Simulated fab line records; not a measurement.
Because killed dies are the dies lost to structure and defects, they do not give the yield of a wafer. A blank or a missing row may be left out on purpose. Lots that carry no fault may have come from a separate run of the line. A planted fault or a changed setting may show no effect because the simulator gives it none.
A sampling plan put to the test ; flow n5 finfet ; one fab line, 36 faults that these records tell of, each judged on the records of the lots that it struck; 1 more is left out, because the records don't allow judging it
What counts as the plan is the set of the line's own looks, namely the steps on the route at which a gauge or an inspection reads a wafer and does not change it. A look can be judged if struck wafers have a number there and the file gives its usual mean and standard deviation on fault-free wafers. Caught: at a look after the fault's first step, the mean of the struck wafers lies 4 or more of those standard deviations (sigma) from the usual mean. On the tool: the same test on the tool's own readings at the fault's steps. Another recipe on the struck wafers, or a record that is blank for them alone, also counts as caught.

## THE FAULTS, as the simulator had put them in
1. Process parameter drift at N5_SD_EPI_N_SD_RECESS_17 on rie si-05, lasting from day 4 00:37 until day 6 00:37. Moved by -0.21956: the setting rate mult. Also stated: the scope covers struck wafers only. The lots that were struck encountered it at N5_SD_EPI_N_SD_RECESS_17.
2. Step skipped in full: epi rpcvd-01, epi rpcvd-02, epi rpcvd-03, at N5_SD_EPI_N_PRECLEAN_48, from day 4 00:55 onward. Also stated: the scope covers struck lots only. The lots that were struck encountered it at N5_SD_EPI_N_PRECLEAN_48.
3. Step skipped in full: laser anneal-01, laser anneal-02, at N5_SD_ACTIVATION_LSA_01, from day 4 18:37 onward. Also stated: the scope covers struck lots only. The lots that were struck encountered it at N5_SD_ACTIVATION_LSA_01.
4. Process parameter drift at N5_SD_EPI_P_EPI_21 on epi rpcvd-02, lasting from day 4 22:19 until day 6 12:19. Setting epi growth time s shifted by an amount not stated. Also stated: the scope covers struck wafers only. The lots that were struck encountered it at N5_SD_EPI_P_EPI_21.
5. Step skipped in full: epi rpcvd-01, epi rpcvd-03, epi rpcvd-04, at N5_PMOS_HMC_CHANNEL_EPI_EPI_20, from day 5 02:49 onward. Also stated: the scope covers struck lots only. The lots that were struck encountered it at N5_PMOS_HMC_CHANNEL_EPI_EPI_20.
6. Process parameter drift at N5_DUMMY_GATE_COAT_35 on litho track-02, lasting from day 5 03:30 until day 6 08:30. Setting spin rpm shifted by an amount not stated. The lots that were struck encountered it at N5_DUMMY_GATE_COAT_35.
7. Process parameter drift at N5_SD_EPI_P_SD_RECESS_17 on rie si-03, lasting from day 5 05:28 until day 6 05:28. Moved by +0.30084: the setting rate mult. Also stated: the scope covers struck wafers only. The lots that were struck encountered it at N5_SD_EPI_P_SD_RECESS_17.
8. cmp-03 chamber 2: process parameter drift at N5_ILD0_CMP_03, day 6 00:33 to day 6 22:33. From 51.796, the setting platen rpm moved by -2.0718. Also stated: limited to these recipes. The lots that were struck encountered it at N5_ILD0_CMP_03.
9. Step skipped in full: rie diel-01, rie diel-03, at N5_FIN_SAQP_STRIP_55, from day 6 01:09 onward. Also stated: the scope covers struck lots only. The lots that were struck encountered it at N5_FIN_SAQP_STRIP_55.
10. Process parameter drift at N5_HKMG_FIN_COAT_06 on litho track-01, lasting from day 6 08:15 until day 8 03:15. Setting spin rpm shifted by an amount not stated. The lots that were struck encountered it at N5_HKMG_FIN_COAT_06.
11. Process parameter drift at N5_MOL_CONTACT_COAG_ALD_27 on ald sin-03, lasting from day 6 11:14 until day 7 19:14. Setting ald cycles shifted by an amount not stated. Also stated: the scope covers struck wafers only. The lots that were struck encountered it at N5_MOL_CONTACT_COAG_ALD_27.
12. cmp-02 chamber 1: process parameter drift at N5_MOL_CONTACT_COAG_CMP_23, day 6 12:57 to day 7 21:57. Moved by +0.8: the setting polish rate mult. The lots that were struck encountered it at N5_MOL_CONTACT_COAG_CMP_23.
13. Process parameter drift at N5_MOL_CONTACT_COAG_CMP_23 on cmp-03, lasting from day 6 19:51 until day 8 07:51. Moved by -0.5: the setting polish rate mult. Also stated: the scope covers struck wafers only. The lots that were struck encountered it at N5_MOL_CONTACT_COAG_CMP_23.
14. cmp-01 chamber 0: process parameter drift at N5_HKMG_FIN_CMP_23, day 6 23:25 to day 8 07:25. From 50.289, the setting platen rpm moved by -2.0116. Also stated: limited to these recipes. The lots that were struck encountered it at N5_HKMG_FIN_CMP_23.
15. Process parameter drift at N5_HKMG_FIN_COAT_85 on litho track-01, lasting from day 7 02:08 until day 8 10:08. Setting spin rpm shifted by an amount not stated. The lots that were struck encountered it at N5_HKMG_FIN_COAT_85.
16. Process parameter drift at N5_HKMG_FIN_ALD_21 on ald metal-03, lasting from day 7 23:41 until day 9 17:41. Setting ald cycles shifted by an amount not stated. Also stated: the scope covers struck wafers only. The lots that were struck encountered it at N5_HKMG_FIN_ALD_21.
17. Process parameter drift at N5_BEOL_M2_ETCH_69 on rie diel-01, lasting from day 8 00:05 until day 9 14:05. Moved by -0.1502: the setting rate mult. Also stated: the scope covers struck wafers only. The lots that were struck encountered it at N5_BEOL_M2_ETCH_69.
18. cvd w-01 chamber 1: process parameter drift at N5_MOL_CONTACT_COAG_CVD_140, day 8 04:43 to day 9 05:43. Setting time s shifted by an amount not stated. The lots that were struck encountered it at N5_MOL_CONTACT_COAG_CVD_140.
19. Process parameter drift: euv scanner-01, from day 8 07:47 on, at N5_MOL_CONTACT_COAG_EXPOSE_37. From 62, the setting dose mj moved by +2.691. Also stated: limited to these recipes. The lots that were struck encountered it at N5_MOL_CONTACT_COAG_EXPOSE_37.
20. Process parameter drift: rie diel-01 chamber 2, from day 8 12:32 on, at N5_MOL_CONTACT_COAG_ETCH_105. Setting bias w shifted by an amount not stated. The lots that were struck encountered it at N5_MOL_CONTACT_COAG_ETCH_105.
21. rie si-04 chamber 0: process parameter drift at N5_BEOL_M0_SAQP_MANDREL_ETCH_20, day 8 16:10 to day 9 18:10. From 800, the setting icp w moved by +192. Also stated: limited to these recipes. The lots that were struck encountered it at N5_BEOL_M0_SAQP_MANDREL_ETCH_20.
22. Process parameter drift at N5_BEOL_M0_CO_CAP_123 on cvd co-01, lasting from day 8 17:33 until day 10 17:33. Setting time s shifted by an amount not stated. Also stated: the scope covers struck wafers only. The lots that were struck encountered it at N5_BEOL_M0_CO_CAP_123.
23. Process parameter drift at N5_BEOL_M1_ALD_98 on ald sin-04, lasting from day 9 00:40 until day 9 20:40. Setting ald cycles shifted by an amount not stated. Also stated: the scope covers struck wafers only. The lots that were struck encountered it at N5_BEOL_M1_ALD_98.
24. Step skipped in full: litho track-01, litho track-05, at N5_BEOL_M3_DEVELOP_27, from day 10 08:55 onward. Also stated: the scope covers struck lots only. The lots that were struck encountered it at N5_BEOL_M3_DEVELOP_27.
25. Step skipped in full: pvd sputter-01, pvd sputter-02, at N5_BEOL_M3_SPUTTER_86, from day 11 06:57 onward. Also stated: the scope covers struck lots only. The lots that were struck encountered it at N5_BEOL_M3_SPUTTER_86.
26. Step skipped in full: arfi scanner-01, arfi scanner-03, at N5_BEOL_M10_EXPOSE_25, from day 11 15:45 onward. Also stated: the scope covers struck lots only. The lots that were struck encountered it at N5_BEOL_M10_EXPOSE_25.
27. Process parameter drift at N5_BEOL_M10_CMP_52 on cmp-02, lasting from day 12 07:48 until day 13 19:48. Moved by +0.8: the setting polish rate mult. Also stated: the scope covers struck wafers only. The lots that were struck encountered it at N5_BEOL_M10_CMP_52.
28. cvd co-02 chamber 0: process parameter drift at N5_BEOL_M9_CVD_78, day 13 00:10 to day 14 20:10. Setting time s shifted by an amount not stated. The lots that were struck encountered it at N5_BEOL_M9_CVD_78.
29. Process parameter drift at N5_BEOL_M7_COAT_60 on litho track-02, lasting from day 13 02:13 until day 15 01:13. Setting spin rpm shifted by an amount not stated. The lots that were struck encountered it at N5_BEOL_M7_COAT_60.
30. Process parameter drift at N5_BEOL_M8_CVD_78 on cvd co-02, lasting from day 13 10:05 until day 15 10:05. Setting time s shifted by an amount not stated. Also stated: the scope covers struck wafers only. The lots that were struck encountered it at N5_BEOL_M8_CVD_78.
31. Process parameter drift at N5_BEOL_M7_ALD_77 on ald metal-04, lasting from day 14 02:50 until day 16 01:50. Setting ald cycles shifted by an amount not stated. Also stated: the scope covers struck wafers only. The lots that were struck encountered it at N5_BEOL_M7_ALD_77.
32. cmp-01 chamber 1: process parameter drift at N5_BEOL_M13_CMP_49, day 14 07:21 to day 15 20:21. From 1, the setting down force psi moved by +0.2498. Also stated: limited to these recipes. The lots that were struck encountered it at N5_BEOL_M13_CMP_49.
33. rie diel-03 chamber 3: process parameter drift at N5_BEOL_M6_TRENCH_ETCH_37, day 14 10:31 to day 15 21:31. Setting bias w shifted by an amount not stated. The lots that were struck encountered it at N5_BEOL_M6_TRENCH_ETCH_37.
34. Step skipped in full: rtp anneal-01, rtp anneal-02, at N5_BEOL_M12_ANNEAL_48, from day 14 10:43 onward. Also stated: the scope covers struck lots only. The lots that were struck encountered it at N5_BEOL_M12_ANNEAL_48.
35. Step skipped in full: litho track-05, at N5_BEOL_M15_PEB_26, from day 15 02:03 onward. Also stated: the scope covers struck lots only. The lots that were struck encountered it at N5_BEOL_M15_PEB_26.
36. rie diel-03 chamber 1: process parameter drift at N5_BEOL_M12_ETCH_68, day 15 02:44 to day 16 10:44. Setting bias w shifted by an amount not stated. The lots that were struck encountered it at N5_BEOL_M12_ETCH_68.

## WHAT THE PLAN SAW
fault;on the tool itself;first look that catches it;reading, sigma;median hours from its first step to that look;hours from the fault's start to the first struck lot there;judged looks passed uncaught
1;oes product au -4.8 sigma;no look after it can be judged;-;-;-;0
2;the tool's record is blank for the struck wafers;not the one look that can be judged after it;-;-;-;1
3;the tool's record is blank for the struck wafers;not the one look that can be judged after it;-;-;-;1
4;no reading that can be judged;no look after it can be judged;-;-;-;0
5;the tool's record is blank for the struck wafers;no look after it can be judged;-;-;-;0
6;spin speed rpm -99 or beyond sigma;not the one look that can be judged after it;-;-;-;1
7;oes product au +5.5 sigma;not the one look that can be judged after it;-;-;-;1
8;platen rpm -64 sigma;not the one look that can be judged after it;-;-;-;1
9;the tool's record is blank for the struck wafers;no look after it can be judged;-;-;-;0
10;spin speed rpm +99 or beyond sigma;no look after it can be judged;-;-;-;0
11;run length s +99 or beyond sigma;no look after it can be judged;-;-;-;0
12;only faintly: time to endpoint s -2.4 sigma;N5_MOL_CONTACT_COAG_THK_MEAS_29;MD_CAP_THK -21;2.9;17;0
13;only faintly: time to endpoint s +3.3 sigma;N5_MOL_CONTACT_COAG_THK_MEAS_29;MD_CAP_THK +12;2.7;19;0
14;platen rpm -65 sigma;no look after it can be judged;-;-;-;0
15;spin speed rpm +99 or beyond sigma;no look after it can be judged;-;-;-;0
16;under 2 sigma;no look after it can be judged;-;-;-;0
17;etch rf on time s +6.5 sigma;not the one look that can be judged after it;-;-;-;1
18;run length s +99 or beyond sigma;not the one look that can be judged after it;-;-;-;1
19;exposure dose mJ cm2 +10 sigma;no look after it can be judged;-;-;-;0
20;bias w -55 sigma;no look after it can be judged;-;-;-;0
21;rf fwd power W +76 sigma;not the one look that can be judged after it;-;-;-;1
22;run length s +54 sigma;not the one look that can be judged after it;-;-;-;1
23;under 2 sigma;not the one look that can be judged after it;-;-;-;1
24;the tool's record is blank for the struck wafers;no look after it can be judged;-;-;-;0
25;the tool's record is blank for the struck wafers;not the one look that can be judged after it;-;-;-;1
26;no reading that can be judged;no look after it can be judged;-;-;-;0
27;barrier field endpoint s -16 sigma;no look after it can be judged;-;-;-;0
28;run length s +99 or beyond sigma;no look after it can be judged;-;-;-;0
29;spin speed rpm +45 sigma;no look after it can be judged;-;-;-;0
30;run length s -53 sigma;not the one look that can be judged after it;-;-;-;1
31;under 2 sigma;no look after it can be judged;-;-;-;0
32;head pressure psi +99 or beyond sigma;no look after it can be judged;-;-;-;0
33;bias w -42 sigma;no look after it can be judged;-;-;-;0
34;the tool's record is blank for the struck wafers;not the one look that can be judged after it;-;-;-;1
35;the tool's record is blank for the struck wafers;no look after it can be judged;-;-;-;0
36;bias w +39 sigma;no look after it can be judged;-;-;-;0
Dash: fault not caught, or number not given in these records.

Caught at a look: 2 of 36. Caught on the tool: 29 of 36. By one or the other: 31 of 36.
Faults caught by the tool alone: 1, 2, 3, 5, 6, 7, 8, 9, 10, 11, 14, 15, 17, 18, 19, 20, 21, 22, 24, 25, 27, 28, 29, 30, 32, 33, 34, 35, 36.
Caught at a look alone: faults 12, 13.
Caught by neither: faults 4, 16, 23, 26, 31.

## THINNER SAMPLING
If the look that catches a fault measured only every second or every third lot, by lot number, the first struck lot would be measured this late in the worst case:
fault;struck lots at that look, in order of time;every lot;every second lot;every third lot
12;L291, L295;17 h;may miss all 2;may miss all 2
13;L762;19 h;may miss it;may miss it
Hours are from the fault's start to the first struck lot that is measured. The test against the limit of 4 sigma pooled every struck wafer, which means one lot taken alone may stay below that limit. Other struck lots may not be in these records.

## THE LONGEST TIMED WAY FROM STEP TO LOOK
Fault 12: a median of 2.9 hours passes between N5_MOL_CONTACT_COAG_CMP_23 and N5_MOL_CONTACT_COAG_THK_MEAS_29. No look between them can be judged.
